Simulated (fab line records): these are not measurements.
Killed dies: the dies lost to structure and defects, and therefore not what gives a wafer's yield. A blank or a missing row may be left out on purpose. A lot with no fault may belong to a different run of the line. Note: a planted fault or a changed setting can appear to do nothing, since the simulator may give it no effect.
The tool behind it: which one? / flow nand_harc / Sampling: 10 lots, 30 wafers, 9 of 1159 route steps

WHAT EACH GAUGE READ, for each wafer
NHARC_A_ONON_D1_THK_MEAS_02: measures by ellipsometry.
lot=L774; measured=day 7 06:19; on=film_metro-01; thk_nm (nm)=1002 1001 1001
lot=L776; measured=day 8 06:58; on=film_metro-02; thk_nm (nm)=1002 1002 1001
lot=L781; measured=day 9 12:04; on=film_metro-02; thk_nm (nm)=997 997 997
lot=L783; measured=day 9 18:44; on=film_metro-02; thk_nm (nm)=998 998 1001
lot=L787; measured=day 11 01:37; on=film_metro-01; thk_nm (nm)=1008 1007 1007
lot=L788; measured=day 11 11:16; on=film_metro-01; thk_nm (nm)=1001 1003 1002
lot=L790; measured=day 11 18:32; on=film_metro-02; thk_nm (nm)=979 978 980
lot=L791; measured=day 12 03:45; on=film_metro-01; thk_nm (nm)=994 993 993
lot=L794; measured=day 12 16:44; on=film_metro-01; thk_nm (nm)=1013 1013 1013
lot=L796; measured=day 13 06:59; on=film_metro-02; thk_nm (nm)=1008 1007 1007

NHARC_A_CHANNEL_HOLE_D1_CD_MEAS_10 targets a cd of 100 nm.
lot=L774; measured=day 8 01:25; on=cd_sem-01; cd_nm (nm)=100.3 99.1 99.7
lot=L776; measured=day 8 23:31; on=cd_sem-02; cd_nm (nm)=100.0 99.7 100.2
lot=L781; measured=day 10 05:19; on=cd_sem-01; cd_nm (nm)=100.1 99.5 99.6
lot=L783; measured=day 10 13:00; on=cd_sem-03; cd_nm (nm)=100.6 99.9 100.3
lot=L787; measured=day 11 19:53; on=cd_sem-03; cd_nm (nm)=106.7 100.1 100.0
lot=L788; measured=day 12 02:03; on=cd_sem-01; cd_nm (nm)=100.5 101.0 106.7
lot=L790; measured=day 12 10:26; on=cd_sem-03; cd_nm (nm)=99.4 99.2 99.7
lot=L791; measured=day 12 18:41; on=cd_sem-01; cd_nm (nm)=106.2 100.2 99.9
lot=L794; measured=day 13 08:44; on=cd_sem-01; cd_nm (nm)=99.6 99.8 99.9
lot=L796; measured=day 14 01:09; on=cd_sem-01; cd_nm (nm)=99.2 100.4 100.0

NHARC_A_CHANNEL_HOLE_D1_CD_MEAS_30.
lot=L774; measured=day 8 08:19; on=cd_sem-02; cd_nm (nm)=90.4 87.6 87.9
lot=L776; measured=day 9 06:25; on=cd_sem-02; cd_nm (nm)=90.5 87.8 90.4
lot=L781; measured=day 10 12:14; on=cd_sem-03; cd_nm (nm)=89.2 92.0 89.0
lot=L783; measured=day 10 19:53; on=cd_sem-03; cd_nm (nm)=91.7 90.3 91.3
lot=L787; measured=day 12 02:50; on=cd_sem-03; cd_nm (nm)=96.7 92.2 90.0
lot=L788; measured=day 12 08:56; on=cd_sem-03; cd_nm (nm)=91.6 91.4 95.0
lot=L790; measured=day 12 17:19; on=cd_sem-02; cd_nm (nm)=86.7 90.0 89.3
lot=L791; measured=day 13 01:35; on=cd_sem-03; cd_nm (nm)=95.4 90.0 87.9
lot=L794; measured=day 13 15:35; on=cd_sem-01; cd_nm (nm)=90.4 91.2 91.3
lot=L796; measured=day 14 11:53; on=cd_sem-02; cd_nm (nm)=90.3 91.8 89.6

NHARC_END_WLT_00.
lot=L774; measured=day 19 12:53; on=prober-01; VT_DECK1_BOTTOM=0.878 0.865 0.877; VT_DECK1_BOTTOM_INNER=0.875 0.876 0.864; VT_DECK1_MEDIAN_NEAR_BOTTOM=0.882 0.863 0.874; VT_DECK1_MEDIAN_NEAR_BOTTOM_INNER=0.878 0.866 0.866; VT_DECK1_MIDDLE=0.891 0.881 0.888; VT_DECK1_MIDDLE_INNER=0.888 0.879 0.886; VT_DECK1_TOP=0.894 0.896 0.900; VT_DECK1_TOP_INNER=0.894 0.900 0.895
lot=L776; measured=day 19 11:53; on=prober-02; VT_DECK1_BOTTOM=0.867 0.857 0.863; VT_DECK1_BOTTOM_INNER=0.862 0.858 0.867; VT_DECK1_MEDIAN_NEAR_BOTTOM=0.866 0.869 0.868; VT_DECK1_MEDIAN_NEAR_BOTTOM_INNER=0.868 0.862 0.863; VT_DECK1_MIDDLE=0.877 0.886 0.873; VT_DECK1_MIDDLE_INNER=0.885 0.883 0.880; VT_DECK1_TOP=0.888 0.889 0.882; VT_DECK1_TOP_INNER=0.892 0.892 0.888
lot=L781; measured=day 21 04:08; on=prober-01; VT_DECK1_BOTTOM=0.867 0.870 0.875; VT_DECK1_BOTTOM_INNER=0.870 0.877 0.869; VT_DECK1_MEDIAN_NEAR_BOTTOM=0.871 0.873 0.868; VT_DECK1_MEDIAN_NEAR_BOTTOM_INNER=0.866 0.877 0.859; VT_DECK1_MIDDLE=0.878 0.888 0.883; VT_DECK1_MIDDLE_INNER=0.878 0.883 0.881; VT_DECK1_TOP=0.895 0.892 0.902; VT_DECK1_TOP_INNER=0.894 0.887 0.899
lot=L783; measured=day 21 23:09; on=prober-01; VT_DECK1_BOTTOM=0.881 0.868 0.872; VT_DECK1_BOTTOM_INNER=0.881 0.868 0.871; VT_DECK1_MEDIAN_NEAR_BOTTOM=0.880 0.876 0.879; VT_DECK1_MEDIAN_NEAR_BOTTOM_INNER=0.873 0.873 0.875; VT_DECK1_MIDDLE=0.886 0.887 0.885; VT_DECK1_MIDDLE_INNER=0.888 0.889 0.887; VT_DECK1_TOP=0.905 0.897 0.895; VT_DECK1_TOP_INNER=0.901 0.898 0.893
lot=L787; measured=day 22 22:44; on=prober-01; VT_DECK1_BOTTOM=0.888 0.871 0.873; VT_DECK1_BOTTOM_INNER=0.886 0.884 0.871; VT_DECK1_MEDIAN_NEAR_BOTTOM=0.887 0.877 0.878; VT_DECK1_MEDIAN_NEAR_BOTTOM_INNER=0.881 0.885 0.864; VT_DECK1_MIDDLE=0.899 0.885 0.885; VT_DECK1_MIDDLE_INNER=0.895 0.888 0.886; VT_DECK1_TOP=0.901 0.896 0.895; VT_DECK1_TOP_INNER=0.900 0.902 0.892
lot=L788; measured=day 22 23:15; on=prober-02; VT_DECK1_BOTTOM=0.879 0.881 0.889; VT_DECK1_BOTTOM_INNER=0.889 0.878 0.886; VT_DECK1_MEDIAN_NEAR_BOTTOM=0.874 0.876 0.888; VT_DECK1_MEDIAN_NEAR_BOTTOM_INNER=0.879 0.883 0.884; VT_DECK1_MIDDLE=0.895 0.893 0.904; VT_DECK1_MIDDLE_INNER=0.889 0.892 0.900; VT_DECK1_TOP=0.898 0.901 0.908; VT_DECK1_TOP_INNER=0.904 0.894 0.914
lot=L790; measured=day 23 14:10; on=prober-02; VT_DECK1_BOTTOM=0.860 0.866 0.867; VT_DECK1_BOTTOM_INNER=0.864 0.868 0.865; VT_DECK1_MEDIAN_NEAR_BOTTOM=0.856 0.870 0.870; VT_DECK1_MEDIAN_NEAR_BOTTOM_INNER=0.856 0.863 0.865; VT_DECK1_MIDDLE=0.877 0.885 0.876; VT_DECK1_MIDDLE_INNER=0.870 0.879 0.879; VT_DECK1_TOP=0.896 0.890 0.900; VT_DECK1_TOP_INNER=0.888 0.891 0.882
lot=L791; measured=day 23 23:34; on=prober-02; VT_DECK1_BOTTOM=0.882 0.873 0.871; VT_DECK1_BOTTOM_INNER=0.891 0.871 0.873; VT_DECK1_MEDIAN_NEAR_BOTTOM=0.887 0.875 0.870; VT_DECK1_MEDIAN_NEAR_BOTTOM_INNER=0.885 0.875 0.871; VT_DECK1_MIDDLE=0.901 0.886 0.885; VT_DECK1_MIDDLE_INNER=0.905 0.890 0.895; VT_DECK1_TOP=0.911 0.895 0.895; VT_DECK1_TOP_INNER=0.907 0.894 0.899
lot=L794; measured=day 24 18:17; on=prober-02; VT_DECK1_BOTTOM=0.862 0.870 0.872; VT_DECK1_BOTTOM_INNER=0.860 0.862 0.864; VT_DECK1_MEDIAN_NEAR_BOTTOM=0.866 0.873 0.863; VT_DECK1_MEDIAN_NEAR_BOTTOM_INNER=0.862 0.869 0.864; VT_DECK1_MIDDLE=0.880 0.885 0.884; VT_DECK1_MIDDLE_INNER=0.875 0.882 0.880; VT_DECK1_TOP=0.888 0.887 0.882; VT_DECK1_TOP_INNER=0.887 0.889 0.888
lot=L796; measured=day 25 02:20; on=prober-01; VT_DECK1_BOTTOM=0.873 0.871 0.871; VT_DECK1_BOTTOM_INNER=0.871 0.868 0.859; VT_DECK1_MEDIAN_NEAR_BOTTOM=0.867 0.869 0.861; VT_DECK1_MEDIAN_NEAR_BOTTOM_INNER=0.861 0.872 0.859; VT_DECK1_MIDDLE=0.879 0.882 0.874; VT_DECK1_MIDDLE_INNER=0.879 0.879 0.879; VT_DECK1_TOP=0.891 0.881 0.883; VT_DECK1_TOP_INNER=0.892 0.880 0.895

NHARC_END_SORT_01.
lot=L788; measured=day 23 04:55; on=prober-02; killed_at_array=47; killed_at_other=0; killed_at_periphery=2; killed_dies=49; killed_open=3; killed_short=1

EACH LOT AND THE TOOL THAT RAN IT (in order: tool; ch and the chambers of the sampled wafers; start)
lot=L774; NHARC_P_BONDPAD_DEGAS_25=pvd_sputter-01, day 6 06:07; NHARC_A_CHANNEL_HOLE_D1_PEB_08=litho_track-04 ch 0, day 8 01:20; NHARC_A_CHANNEL_HOLE_D1_ETCH_24=har_etch-01 ch 0,1, day 8 05:11; NHARC_A_CHANNEL_HOLE_D1_XSEM_31=xsem-01 ch 0, day 8 08:25
lot=L776; NHARC_P_BONDPAD_DEGAS_25=pvd_sputter-02, day 7 04:23; NHARC_A_CHANNEL_HOLE_D1_PEB_08=litho_track-04 ch 0, day 8 23:26; NHARC_A_CHANNEL_HOLE_D1_ETCH_24=har_etch-01 ch 0,1, day 9 03:08; NHARC_A_CHANNEL_HOLE_D1_XSEM_31=xsem-01 ch 0, day 9 06:30
lot=L781; NHARC_P_BONDPAD_DEGAS_25=pvd_sputter-03, day 8 10:28; NHARC_A_CHANNEL_HOLE_D1_PEB_08=litho_track-01 ch 0, day 10 05:15; NHARC_A_CHANNEL_HOLE_D1_ETCH_24=har_etch-01 ch 0,1, day 10 08:57; NHARC_A_CHANNEL_HOLE_D1_XSEM_31=xsem-01 ch 0, day 10 12:19
lot=L783; NHARC_P_BONDPAD_DEGAS_25=pvd_sputter-02, day 8 17:25; NHARC_A_CHANNEL_HOLE_D1_PEB_08=litho_track-01 ch 0, day 10 12:55; NHARC_A_CHANNEL_HOLE_D1_ETCH_24=har_etch-02 ch 0,1, day 10 16:37; NHARC_A_CHANNEL_HOLE_D1_XSEM_31=xsem-02 ch 0, day 10 19:59
lot=L787; NHARC_P_BONDPAD_DEGAS_25=pvd_sputter-03, day 9 23:56; NHARC_A_CHANNEL_HOLE_D1_PEB_08=litho_track-01 ch 0, day 11 19:49; NHARC_A_CHANNEL_HOLE_D1_ETCH_24=har_etch-02 ch 0,1, day 11 23:25; NHARC_A_CHANNEL_HOLE_D1_XSEM_31=xsem-02 ch 0, day 12 02:56
lot=L788; NHARC_P_BONDPAD_DEGAS_25=pvd_sputter-01, day 10 06:41; NHARC_A_CHANNEL_HOLE_D1_PEB_08=litho_track-01 ch 0, day 12 01:58; NHARC_A_CHANNEL_HOLE_D1_ETCH_24=har_etch-01 ch 0,1, day 12 05:32; NHARC_A_CHANNEL_HOLE_D1_XSEM_31=xsem-01 ch 0, day 12 09:01
lot=L790; NHARC_P_BONDPAD_DEGAS_25=pvd_sputter-02, day 10 15:19; NHARC_A_CHANNEL_HOLE_D1_PEB_08=litho_track-06 ch 0, day 12 10:22; NHARC_A_CHANNEL_HOLE_D1_ETCH_24=har_etch-02 ch 0,1, day 12 14:19; NHARC_A_CHANNEL_HOLE_D1_XSEM_31=xsem-02 ch 0, day 12 17:25
lot=L791; NHARC_P_BONDPAD_DEGAS_25=pvd_sputter-03, day 10 20:14; NHARC_A_CHANNEL_HOLE_D1_PEB_08=litho_track-01 ch 0, day 12 18:37; NHARC_A_CHANNEL_HOLE_D1_ETCH_24=har_etch-02 ch 0,1, day 12 22:11; NHARC_A_CHANNEL_HOLE_D1_XSEM_31=xsem-02 ch 0, day 13 01:40
lot=L794; NHARC_P_BONDPAD_DEGAS_25=pvd_sputter-01, day 11 15:29; NHARC_A_CHANNEL_HOLE_D1_PEB_08=litho_track-04 ch 0, day 13 08:39; NHARC_A_CHANNEL_HOLE_D1_ETCH_24=har_etch-02 ch 0,1, day 13 12:35; NHARC_A_CHANNEL_HOLE_D1_XSEM_31=xsem-01 ch 0, day 13 15:40
lot=L796; NHARC_P_BONDPAD_DEGAS_25=pvd_sputter-01, day 12 02:16; NHARC_A_CHANNEL_HOLE_D1_PEB_08=litho_track-04 ch 0, day 14 01:04; NHARC_A_CHANNEL_HOLE_D1_ETCH_24=har_etch-02 ch 0,1, day 14 08:45; NHARC_A_CHANNEL_HOLE_D1_XSEM_31=xsem-01 ch 0, day 14 11:59
- NHARC_P_BONDPAD_DEGAS_25: time 60 s.
- NHARC_A_CHANNEL_HOLE_D1_PEB_08: peb time 65 s.
- NHARC_A_CHANNEL_HOLE_D1_ETCH_24: etches the open film in C4F8/O2/Ar, time 906.2 s, target depth 1500 nm.
- NHARC_A_CHANNEL_HOLE_D1_XSEM_31

WHAT THE TOOLS THEMSELVES READ (means of the sampled wafers that have a number; where no wafer has one, the mark that the record gives instead)
NHARC_P_BONDPAD_DEGAS_25.
lot=L774; tool=pvd_sputter-01; heater_power_w (W)=422
lot=L776; tool=pvd_sputter-02; heater_power_w (W)=446
lot=L781; tool=pvd_sputter-03; heater_power_w (W)=453
lot=L783; tool=pvd_sputter-02; heater_power_w (W)=459
lot=L787; tool=pvd_sputter-03; heater_power_w (W)=441
lot=L788; tool=pvd_sputter-01; heater_power_w (W)=498
lot=L790; tool=pvd_sputter-02; heater_power_w (W)=442
lot=L791; tool=pvd_sputter-03; heater_power_w (W)=448
lot=L794; tool=pvd_sputter-01; heater_power_w (W)=475
lot=L796; tool=pvd_sputter-01; heater_power_w (W)=467

NHARC_A_CHANNEL_HOLE_D1_PEB_08.
lot=L774; tool=litho_track-04; plate_temp_C (C)=99.99
lot=L776; tool=litho_track-04; plate_temp_C (C)=99.98
lot=L781; tool=litho_track-01; plate_temp_C (C)=100.12
lot=L783; tool=litho_track-01; plate_temp_C (C)=100.04
lot=L787; tool=litho_track-01; plate_temp_C (C)=100.05
lot=L788; tool=litho_track-01; plate_temp_C (C)=99.99
lot=L790; tool=litho_track-06; plate_temp_C (C)=100.03
lot=L791; tool=litho_track-01; plate_temp_C (C)=100.08
lot=L794; tool=litho_track-04; plate_temp_C (C)=100.20
lot=L796; tool=litho_track-04; plate_temp_C (C)=100.05

NHARC_A_CHANNEL_HOLE_D1_ETCH_24.
lot=L774; tool=har_etch-01; drypump_motor_current_A (A)=5.2; esc_clamp_current_uA=0.02110; showerhead_plenum_p_Torr (Torr)=3.78; throttle_valve_pct (%)=32.236
lot=L776; tool=har_etch-01; drypump_motor_current_A (A)=5.0; esc_clamp_current_uA=0.02094; showerhead_plenum_p_Torr (Torr)=3.74; throttle_valve_pct (%)=32.238
lot=L781; tool=har_etch-01; drypump_motor_current_A (A)=5.0; esc_clamp_current_uA=0.02096; showerhead_plenum_p_Torr (Torr)=3.73; throttle_valve_pct (%)=32.236
lot=L783; tool=har_etch-02; drypump_motor_current_A (A)=5.6; esc_clamp_current_uA=0.02084; showerhead_plenum_p_Torr (Torr)=3.66; throttle_valve_pct (%)=32.239
lot=L787; tool=har_etch-02; drypump_motor_current_A (A)=5.5; esc_clamp_current_uA=0.02079; showerhead_plenum_p_Torr (Torr)=3.73; throttle_valve_pct (%)=32.243
lot=L788; tool=har_etch-01; drypump_motor_current_A (A)=5.0; esc_clamp_current_uA=0.02099; showerhead_plenum_p_Torr (Torr)=3.72; throttle_valve_pct (%)=32.240
lot=L790; tool=har_etch-02; drypump_motor_current_A (A)=5.6; esc_clamp_current_uA=0.02081; showerhead_plenum_p_Torr (Torr)=3.65; throttle_valve_pct (%)=32.239
lot=L791; tool=har_etch-02; drypump_motor_current_A (A)=5.5; esc_clamp_current_uA=0.02082; showerhead_plenum_p_Torr (Torr)=3.72; throttle_valve_pct (%)=32.236
lot=L794; tool=har_etch-02; drypump_motor_current_A (A)=5.5; esc_clamp_current_uA=0.02085; showerhead_plenum_p_Torr (Torr)=3.72; throttle_valve_pct (%)=32.230
lot=L796; tool=har_etch-02; drypump_motor_current_A (A)=5.5; esc_clamp_current_uA=0.02082; showerhead_plenum_p_Torr (Torr)=3.71; throttle_valve_pct (%)=32.226

NHARC_A_CHANNEL_HOLE_D1_XSEM_31.
lot=L774; tool=xsem-01; bot_cd_nm (nm)=74.1; bow_nm (nm)=8.55; tilt_deg (degrees)=0.02
lot=L776; tool=xsem-01; bot_cd_nm (nm)=74.1; bow_nm (nm)=8.96; tilt_deg (degrees)=0.05
lot=L781; tool=xsem-01; bot_cd_nm (nm)=73.9; bow_nm (nm)=8.68; tilt_deg (degrees)=0.09
lot=L783; tool=xsem-02; bot_cd_nm (nm)=75.3; bow_nm (nm)=8.10; tilt_deg (degrees)=0.09
lot=L787; tool=xsem-02; bot_cd_nm (nm)=77.4; bow_nm (nm)=8.80; tilt_deg (degrees)=0.10
lot=L788; tool=xsem-01; bot_cd_nm (nm)=77.0; bow_nm (nm)=8.55; tilt_deg (degrees)=0.09
lot=L790; tool=xsem-02; bot_cd_nm (nm)=72.4; bow_nm (nm)=8.89; tilt_deg (degrees)=0.10
lot=L791; tool=xsem-02; bot_cd_nm (nm)=75.2; bow_nm (nm)=8.73; tilt_deg (degrees)=0.14
lot=L794; tool=xsem-01; bot_cd_nm (nm)=75.9; bow_nm (nm)=8.87; tilt_deg (degrees)=0.07
lot=L796; tool=xsem-01; bot_cd_nm (nm)=75.5; bow_nm (nm)=8.82; tilt_deg (degrees)=0.10

THE ANSWER, worked out from the rows above alone
Rule: the lots themselves supply what counts as usual. The widest of any qualifying gaps counts: lots, ordered by their means at a reading, are off when they make up no more than a third of the lots, leave a main group of 4 or more, and stand apart from it by 3 or more times the standard deviation of that group's means. If all means in a main group match to the digits the tables above print for the reading, that group is not used. A lot without any number at a reading at which 4 lots or more have one is off too. Where the step has rows for the other lots, those lots are counted as sound. First the gauges in route order, then the tools' own readings, where a lot's mean is used as printed above. At the first step where some lot is off, the reading lying furthest off is the one used; lots without a number count as furthest.
Off: L787, L788, L791, at NHARC_A_CHANNEL_HOLE_D1_CD_MEAS_10 (cd_nm). The main group: mean 99.8 nm, standard deviation 0.24.
If a tool, at a process step before that reading, ran all the lots that are off and no sound lot after the first of them, it fits. Gauges at NHARC_A_CHANNEL_HOLE_D1_CD_MEAS_10: tried the same way as those tools. One fits: NHARC_A_CHANNEL_HOLE_D1_PEB_08 on litho_track-01. Its last sound lot is L783 (day 10 12:55), its first lot that is off L787 (day 11 19:49): a fault that began between those two fits.

WHAT THE SIMULATOR HAD INSERTED
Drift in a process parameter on litho_track-01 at NHARC_A_CHANNEL_HOLE_D1_PEB_08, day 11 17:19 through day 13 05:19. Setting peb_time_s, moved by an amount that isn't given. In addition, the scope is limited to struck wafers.
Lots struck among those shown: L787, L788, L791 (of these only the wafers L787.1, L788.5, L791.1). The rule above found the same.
